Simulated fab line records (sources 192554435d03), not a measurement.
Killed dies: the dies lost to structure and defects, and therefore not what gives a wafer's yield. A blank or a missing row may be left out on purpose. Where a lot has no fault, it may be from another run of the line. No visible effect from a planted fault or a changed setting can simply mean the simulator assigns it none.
fab line records ; flow n5Finfet ; part 2 of 2: steps 43 to 43 of 43
record lots=5; wafers=15; lastDay=16
route steps=1938 shown HKMG_FIN@428 GATE_CUT@465 BEOL_M4@1111 PASSIVATION@1936
lots with no fault: from the same line, run without faults
startH: start of the lot's first displayed wafer, in hours after the record's first day ; waitH: hours from the lot's prior step to this one ; " same as the row above ; L1.1+2: several wafers, shown together as one row ; - either no value or no given start ; * or withheld: withheld ; < > ~ a bound
route shown NAME@n: names a module that has steps shown in the file, with the first one's number in the route ; usual: mean/standard deviation taken from wafers without a fault ; same: alike in all rows ; chamber/n: place in a boat ; sites: readings site by site ; _std_site: the standard deviation of these ; _edge_site: mean of outer sites minus mean of inner sites ; radiusMm: for every site, how far away it sits from the centre of the wafer ; mask NAME#n: copy n ; behind: the tool/chamber that last shaped the wafer ; hold: the reason the lot was held/the length of the hold in hours/how it ended ; device: transistor that didn't switch, given as n, p or np ; end of line: the tests these same wafers got at the end of their route ; step lacking rows: just its recipe ; killed: at the first sort, the dies lost to defects and structure; wafer yield is something else ; map: the dies of a wafer, with x for killed, . for not killed, _ for no die there
set.NAME: the setting that was run; set.NAME@STEP: the one run at that earlier step ; model.NAME: the simulator's own value behind a step, which no gauge read
certain route steps with their lots: each step a table, each wafer a row
services: when a tool's chamber went out of use (startH, in hours from the record's first day, below 0 if earlier), for how many hours, and the reason
## steps
# step N5_PASSIVATION_PROBE_49
# usual defectLimitedYield=91.4/1.5; killed_at_M0_to_M3=34/10; killed_at_M4_up=15/6; killedAtContacts=12/6; killedAtFrontEnd=37/11; killedAtOther=3.3/2.8; killedDies=101/18; killedOnRim=14/4.4; killedOpen=66/14; killedShort=33/7.8; sort_bin_5_function=5.0/0.97; sort_bin_6_memory=3.2/0.72; sortNPass=1079/18; sortYieldPct=91.4/1.5
# same grossDies=1180; killedAtBackSide=0; sort_bin_4_leakage[%]=0; sort_bin_8_speed[%]=0
lot.wafer;tool;chamber;startH;waitH;defectLimitedYield[%];killed_at_M0_to_M3;killed_at_M4_up;killedAtContacts;killedAtFrontEnd;killedAtOther;killedDies;killedOnRim;killedOpen;killedShort;sort_bin_5_function[%];sort_bin_6_memory[%];sortNPass;sortYieldPct[%]
L430.2;prober-02;-;302.34;0.1;88.6;23;14;19;68;11;135;15;83;50;6.6;4.6;1045;88.6
L430.5;prober-02;-;302.49;0.2;88.0;66;13;24;39;0;142;17;74;66;7.4;4.2;1038;88.0
L430.6;prober-02;-;302.54;0.3;90.1;33;14;14;49;7;117;14;75;37;6.3;3.4;1063;90.1
L435.1;prober-02;-;321.84;0.0;89.0;51;14;15;44;6;130;22;79;44;5.9;3.9;1050;89.0
L435.3;prober-02;-;321.94;0.1;92.2;32;10;11;37;2;92;13;50;42;5.0;2.3;1088;92.2
L435.6;prober-02;-;322.09;0.3;89.6;44;14;21;43;1;123;23;79;39;4.7;5.1;1057;89.6
L439.1;prober-01;-;333.87;0.0;94.3;33;8;10;15;1;67;15;40;27;3.7;1.9;1113;94.3
L439.4;prober-01;-;334.02;0.2;94.1;27;9;12;21;1;70;15;41;20;3.4;1.6;1110;94.1
L439.6;prober-01;-;334.12;0.3;93.6;41;4;8;22;0;75;11;47;28;4.4;1.8;1105;93.6
L448.1;prober-02;-;385.86;0.0;91.0;30;5;16;50;5;106;9;66;38;5.0;3.3;1074;91.0
L448.2;prober-02;-;385.91;0.1;91.6;35;12;14;35;3;99;15;67;31;4.3;3.8;1081;91.6
L448.5;prober-02;-;386.06;0.2;91.5;28;10;9;43;10;100;13;60;36;5.1;2.9;1080;91.5
L443.2;prober-02;-;386.50;0.1;91.6;38;16;11;32;2;99;13;64;33;5.3;2.8;1081;91.6
L443.3;prober-02;-;386.55;0.1;91.1;45;24;12;20;4;105;16;70;32;5.4;3.2;1075;91.1
L443.6;prober-02;-;386.70;0.3;92.6;33;19;5;28;2;87;14;57;24;4.1;2.5;1093;92.6
# killed by level:class
L430.2 FIN_SAQP:geometricParticle:open=22 FIN_SAQP:geometricParticle:short=19 MOL_CONTACT_COAG:geometricParticle:open=13 BEOL_M0_SAQP:geometricParticle:open=8 BEOL_M4:geometricParticle:open=7 MOL_CONTACT_COAG:geometricParticle:short=6 PAD_METAL:geometricParticle:open=6 DUMMY_GATE:geometricParticle:open=5
L430.5 BEOL_M0_SAQP:geometricParticle:short=26 MOL_CONTACT_COAG:geometricParticle:open=19 BEOL_M0_SAQP:geometricParticle:open=16 BEOL_M3:geometricParticle:short=7 FIN_SAQP:geometricParticle:short=6 FIN_SAQP:geometricParticle:open=6 DUMMY_GATE:geometricParticle:open=5 SPACER0:geometricParticle:short=5
L430.6 DUMMY_GATE:geometricParticle:open=12 MOL_CONTACT_COAG:geometricParticle:open=11 BEOL_M0_SAQP:geometricParticle:short=9 FIN_SAQP:geometricParticle:open=8 FIN_SAQP:geometricParticle:short=6 BEOL_M3:geometricParticle:open=5 BEOL_M0_SAQP:geometricParticle:open=5 BEOL_M4:geometricParticle:open=5
L435.1 BEOL_M0_SAQP:geometricParticle:short=18 BEOL_M0_SAQP:geometricParticle:open=18 MOL_CONTACT_COAG:geometricParticle:open=13 DUMMY_GATE:geometricParticle:open=7 BEOL_M1:geometricParticle:open=7 HKMG_FIN:areaEtch=7 BEOL_M4:geometricParticle:open=6 FIN_SAQP:geometricParticle:open=4
L435.3 BEOL_M0_SAQP:geometricParticle:open=12 BEOL_M0_SAQP:geometricParticle:short=12 DUMMY_GATE:geometricParticle:open=9 MOL_CONTACT_COAG:geometricParticle:open=9 FIN_SAQP:geometricParticle:short=7 FIN_SAQP:geometricParticle:open=4 STI_FIN_REVEAL:geometricParticle:open=3 BEOL_M0:geometricParticle:short=3
L435.6 MOL_CONTACT_COAG:geometricParticle:open=16 BEOL_M0_SAQP:geometricParticle:short=14 BEOL_M0_SAQP:geometricParticle:open=10 BEOL_M1:geometricParticle:open=9 DUMMY_GATE:geometricParticle:open=7 STI_FIN_REVEAL:geometricParticle:open=6 FIN_SAQP:geometricParticle:open=5 FIN_CUT:geometricParticle:open=5
L439.1 BEOL_M3:geometricParticle:open=13 MOL_CONTACT_COAG:geometricParticle:open=9 BEOL_M0_SAQP:geometricParticle:short=8 BEOL_M3:geometricParticle:short=5 DUMMY_GATE:geometricParticle:open=4 BEOL_M1:geometricParticle:open=4 STARTING-WAFER:geometricParticle:short=3 FIN_SAQP:geometricParticle:open=2
L439.4 MOL_CONTACT_COAG:geometricParticle:open=10 BEOL_M3:geometricParticle:short=10 HKMG_FIN:areaEtch=9 BEOL_M3:geometricParticle:open=7 BEOL_M0_SAQP:geometricParticle:open=5 FIN_SAQP:geometricParticle:short=4 BEOL_M5:geometricParticle:open=4 BEOL_M2:geometricParticle:open=3
L439.6 BEOL_M3:geometricParticle:open=19 BEOL_M3:geometricParticle:short=8 MOL_CONTACT_COAG:geometricParticle:open=6 STARTING-WAFER:geometricParticle:short=6 BEOL_M0_SAQP:geometricParticle:short=5 BEOL_M1:geometricParticle:open=5 FIN_SAQP:geometricParticle:open=4 FIN_SAQP:geometricParticle:short=3
L448.1 FIN_SAQP:geometricParticle:open=14 MOL_CONTACT_COAG:geometricParticle:open=13 BEOL_M0_SAQP:geometricParticle:short=8 BEOL_M3:geometricParticle:open=7 BEOL_M0_SAQP:geometricParticle:open=6 FIN_SAQP:geometricParticle:short=5 STI_FIN_REVEAL:geometricParticle:open=5 GATE_CUT:geometricParticle:short=5
L448.2 FIN_SAQP:geometricParticle:open=11 MOL_CONTACT_COAG:geometricParticle:open=11 BEOL_M0_SAQP:geometricParticle:short=10 BEOL_M3:geometricParticle:open=9 GATE_CUT:geometricParticle:short=8 BEOL_M4:geometricParticle:open=8 DUMMY_GATE:geometricParticle:open=6 BEOL_M0_SAQP:geometricParticle:open=6
L448.5 BEOL_M0_SAQP:geometricParticle:short=11 BEOL_M0_SAQP:geometricParticle:open=8 FIN_SAQP:geometricParticle:open=7 STI_FIN_REVEAL:geometricParticle:open=7 MOL_CONTACT_COAG:geometricParticle:open=6 BEOL_M3:geometricParticle:open=6 DUMMY_GATE:geometricParticle:open=5 BEOL_M4:geometricParticle:open=4
L443.2 FIN_SAQP:geometricParticle:open=11 BEOL_M2:geometricParticle:open=11 MOL_CONTACT_COAG:geometricParticle:open=9 FIN_SAQP:geometricParticle:short=8 BEOL_M0_SAQP:geometricParticle:open=8 BEOL_M3:geometricParticle:open=8 BEOL_M4:geometricParticle:open=7 BEOL_M0_SAQP:geometricParticle:short=5
L443.3 BEOL_M4:geometricParticle:open=14 BEOL_M2:geometricParticle:open=11 MOL_CONTACT_COAG:geometricParticle:open=10 BEOL_M0_SAQP:geometricParticle:short=10 BEOL_M0_SAQP:geometricParticle:open=9 BEOL_M1:geometricParticle:open=6 GATE_CUT:geometricParticle:open=4 BEOL_M2:geometricParticle:short=4
L443.6 BEOL_M2:geometricParticle:open=18 BEOL_M5:geometricParticle:open=7 BEOL_M0_SAQP:geometricParticle:short=5 BEOL_M0_SAQP:geometricParticle:open=4 BEOL_M4:geometricParticle:open=4 STARTING-WAFER:geometricParticle:open=4 HKMG_FIN:areaEtch=4 GATE_CUT:geometricParticle:short=3
## services
tool;chamber;startH;hours;kind
cmp-04;-;68.62;1.5;repair
cmp-01;-;90.93;3.4;repair
cmp-03;-;108.34;0.2;repair
aldMetal-04;-;112.02;2.8;pm
cvdW-02;0;116.76;6.2;repair
aldMetal-04;-;121.59;1.1;repair
cmp-03;-;135.91;5.6;pm
cvdW-02;-;138.51;14.6;pm
aldMetal-01;-;138.82;1.0;repair
aldMetal-01;0;143.84;7.9;repair
cmp-04;-;153.99;1.2;repair
cmp-04;-;158.51;4.0;pm
cvdW-01;1;158.59;4.4;repair
cmp-04;-;162.51;-;consumableReplace:conditioner
cmp-04;-;162.51;-;consumableReplace:pad
cmp-04;-;162.88;7.6;repair
cvdW-01;0;164.53;16.5;repair
cmp-01;-;168.17;4.1;pm
cmp-01;-;179.11;2.5;repair
aldMetal-02;1;186.68;37.3;repair
cmp-01;-;192.70;7.2;repair
cvdW-02;0;197.08;5.1;repair
aldMetal-01;1;197.34;11.4;repair
